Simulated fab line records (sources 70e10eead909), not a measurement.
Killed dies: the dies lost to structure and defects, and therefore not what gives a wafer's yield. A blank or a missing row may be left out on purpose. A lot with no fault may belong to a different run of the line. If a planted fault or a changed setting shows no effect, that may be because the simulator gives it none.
Matching of chambers | flow nand harc | NHARC_P_GATE_DESCUM_93 on rie diel-10: 3 sister chambers
The step chemistry O2, time 3 s. 16 wafers are shown with their chamber, then 7 later ones without.

## WAFERS, EACH WITH ITS CHAMBER
wafer  | chamber | showerhead plenum p Torr (Torr) | drypump motor current A (A) | oes product au (a.u.)
L605.2 | 2       | 2.04                            | 5.6                         | 1.008
L605.3 | 3       | 1.95                            | 5.6                         | 0.999
L605.6 | 3       | 1.95                            | 5.6                         | 1.003
L606.2 | 3       | 1.94                            | 5.6                         | 1.012
L606.5 | 3       | 1.95                            | 5.6                         | 1.020
L606.6 | 1       | 2.01                            | 6.6                         | 0.999
L607.1 | 3       | 1.95                            | 5.5                         | 1.022
L607.3 | 1       | 2.01                            | 6.7                         | 1.011
L607.4 | 1       | 2.01                            | 6.6                         | 1.005
L608.1 | 2       | 2.04                            | 5.6                         | 1.019
L608.3 | 3       | 1.95                            | 5.6                         | 1.025
L608.4 | 2       | 2.04                            | 5.5                         | 1.014
L611.4 | 2       | 2.04                            | 5.6                         | 0.998
L611.5 | 2       | 2.04                            | 5.6                         | 1.011
L611.6 | 1       | 2.01                            | 6.6                         | 0.990
L617.2 | 2       | 2.04                            | 5.6                         | 1.011

SIGNATURES, as means of the wafers listed above
reading                  | chamber 1 | chamber 2 | chamber 3 | scatter within a chamber
showerhead plenum p Torr | 2.0100    | 2.0400    | 1.9483    | 0.00253
drypump motor current A  | 6.625     | 5.583     | 5.583     | 0.0431
oes product au           | 1.00125   | 1.01017   | 1.01350   | 0.00902
Rule: for a wafer and a chamber, the distance is found by dividing, reading by reading, the gap between the wafer's reading and the chamber's mean by the reading's scatter, squaring, summing and taking the root. The wafer belongs to the nearest chamber; if the next one is less than 2 further off, it can't be placed. The scatter is the square root of a quotient: the sum, over the shown wafers, of each reading's squared deviation from its chamber's mean, divided by wafers minus chambers.

## WAFERS WITHOUT THEIR CHAMBER
wafer  | showerhead plenum p Torr (Torr) | drypump motor current A (A) | oes product au (a.u.)
L617.3 | 1.94                            | 5.6                         | 1.003
L617.5 | 1.94                            | 5.6                         | 1.012
L626.2 | 2.04                            | 5.6                         | 1.000
L626.3 | 2.01                            | 6.6                         | 1.004
L627.4 | 1.94                            | 5.6                         | 1.028
L627.5 | 2.01                            | 6.7                         | 0.991
L627.6 | 2.04                            | 5.6                         | 1.008

## WHICH CHAMBER EACH ONE RAN IN
wafer  | from the rows above | in truth
L617.3 | 3                   | 3
L617.5 | 3                   | 3
L626.2 | 2                   | 2
L626.3 | 1                   | 1
L627.4 | 3                   | 3
L627.5 | 1                   | 1
L627.6 | 2                   | 2
Placed correctly: 7 of 7. Left unplaced by these rows: 0. Wrongly placed: 0.
